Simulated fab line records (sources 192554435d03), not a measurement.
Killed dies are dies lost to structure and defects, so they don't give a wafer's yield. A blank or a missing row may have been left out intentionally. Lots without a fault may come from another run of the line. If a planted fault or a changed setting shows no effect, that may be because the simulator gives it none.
Chamber matching :: flow n5_finfet :: N5_BEOL_M7_CURE_74 on uv_cure-02 has 3 sister chambers
The step cures SiCOH lowk, time 240 s. 14 wafers are shown with their chamber, then 7 later ones without.

== WAFERS WITH THEIR CHAMBER ==
wafer: L077.3
chamber: 2
wafer_temp_C_max: 386.4
lamp_power_pct (%): 52.25

wafer: L077.4
chamber: 2
wafer_temp_C_max: 386.4
lamp_power_pct (%): 52.22

wafer: L077.6
chamber: 2
wafer_temp_C_max: 386.7
lamp_power_pct (%): 52.33

wafer: L081.1
chamber: 0
wafer_temp_C_max: 386.6
lamp_power_pct (%): 52.44

wafer: L081.2
chamber: 0
wafer_temp_C_max: 387.5
lamp_power_pct (%): 52.33

wafer: L081.6
chamber: 0
wafer_temp_C_max: 386.9
lamp_power_pct (%): 52.33

wafer: L080.2
chamber: 0
wafer_temp_C_max: 387.2
lamp_power_pct (%): 52.27

wafer: L080.3
chamber: 0
wafer_temp_C_max: 387.1
lamp_power_pct (%): 52.33

wafer: L080.4
chamber: 0
wafer_temp_C_max: 387.3
lamp_power_pct (%): 52.35

wafer: L083.4
chamber: 1
wafer_temp_C_max: 386.5
lamp_power_pct (%): 52.37

wafer: L083.5
chamber: 1
wafer_temp_C_max: 387.1
lamp_power_pct (%): 52.28

wafer: L083.6
chamber: 1
wafer_temp_C_max: 387.6
lamp_power_pct (%): 52.34

wafer: L089.2
chamber: 0
wafer_temp_C_max: 386.9
lamp_power_pct (%): 52.35

wafer: L089.4
chamber: 0
wafer_temp_C_max: 387.4
lamp_power_pct (%): 52.35

SIGNATURES, as means of the wafers listed above
reading: wafer_temp_C_max
chamber 0: 387.113
chamber 1: 387.067
chamber 2: 386.500
scatter within a chamber: 0.343

reading: lamp_power_pct
chamber 0: 52.3438
chamber 1: 52.3300
chamber 2: 52.2667
scatter within a chamber: 0.0487
Rule: for a wafer and a chamber, the distance is found by dividing, reading by reading, the gap between the wafer's reading and the chamber's mean by the reading's scatter, squaring, summing and taking the root. The wafer belongs to the nearest chamber; if the next one is less than 2 further off, it can't be placed. The scatter: the root of (the sum of the squares of (reading less its chamber's mean) over the shown wafers, divided by (wafers less chambers)).

== WAFERS WITH NO CHAMBER GIVEN ==
wafer: L089.5
wafer_temp_C_max: 387.2
lamp_power_pct (%): 52.29

wafer: L092.2
wafer_temp_C_max: 386.5
lamp_power_pct (%): 52.37

wafer: L092.4
wafer_temp_C_max: 386.2
lamp_power_pct (%): 52.23

wafer: L092.6
wafer_temp_C_max: 386.4
lamp_power_pct (%): 52.30

wafer: L096.2
wafer_temp_C_max: 386.6
lamp_power_pct (%): 52.36

wafer: L096.3
wafer_temp_C_max: 387.3
lamp_power_pct (%): 52.33

wafer: L096.6
wafer_temp_C_max: 386.4
lamp_power_pct (%): 52.37

== EACH ONE'S CHAMBER ==
wafer: L089.5
from the rows above: can't be placed: 1 or 0 or 2
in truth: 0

wafer: L092.2
from the rows above: can't be placed: 1 or 0 or 2
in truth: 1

wafer: L092.4
from the rows above: 2
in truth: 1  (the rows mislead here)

wafer: L092.6
from the rows above: can't be placed: 2 or 1 or 0
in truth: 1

wafer: L096.2
from the rows above: can't be placed: 1 or 0 or 2
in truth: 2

wafer: L096.3
from the rows above: can't be placed: 0 or 1
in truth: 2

wafer: L096.6
from the rows above: can't be placed: 1 or 2 or 0
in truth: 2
Correct placement for 0 of the 7. Unplaceable from these rows: 6, with the true chamber sitting among the candidates in 5. Number placed wrongly: 1.
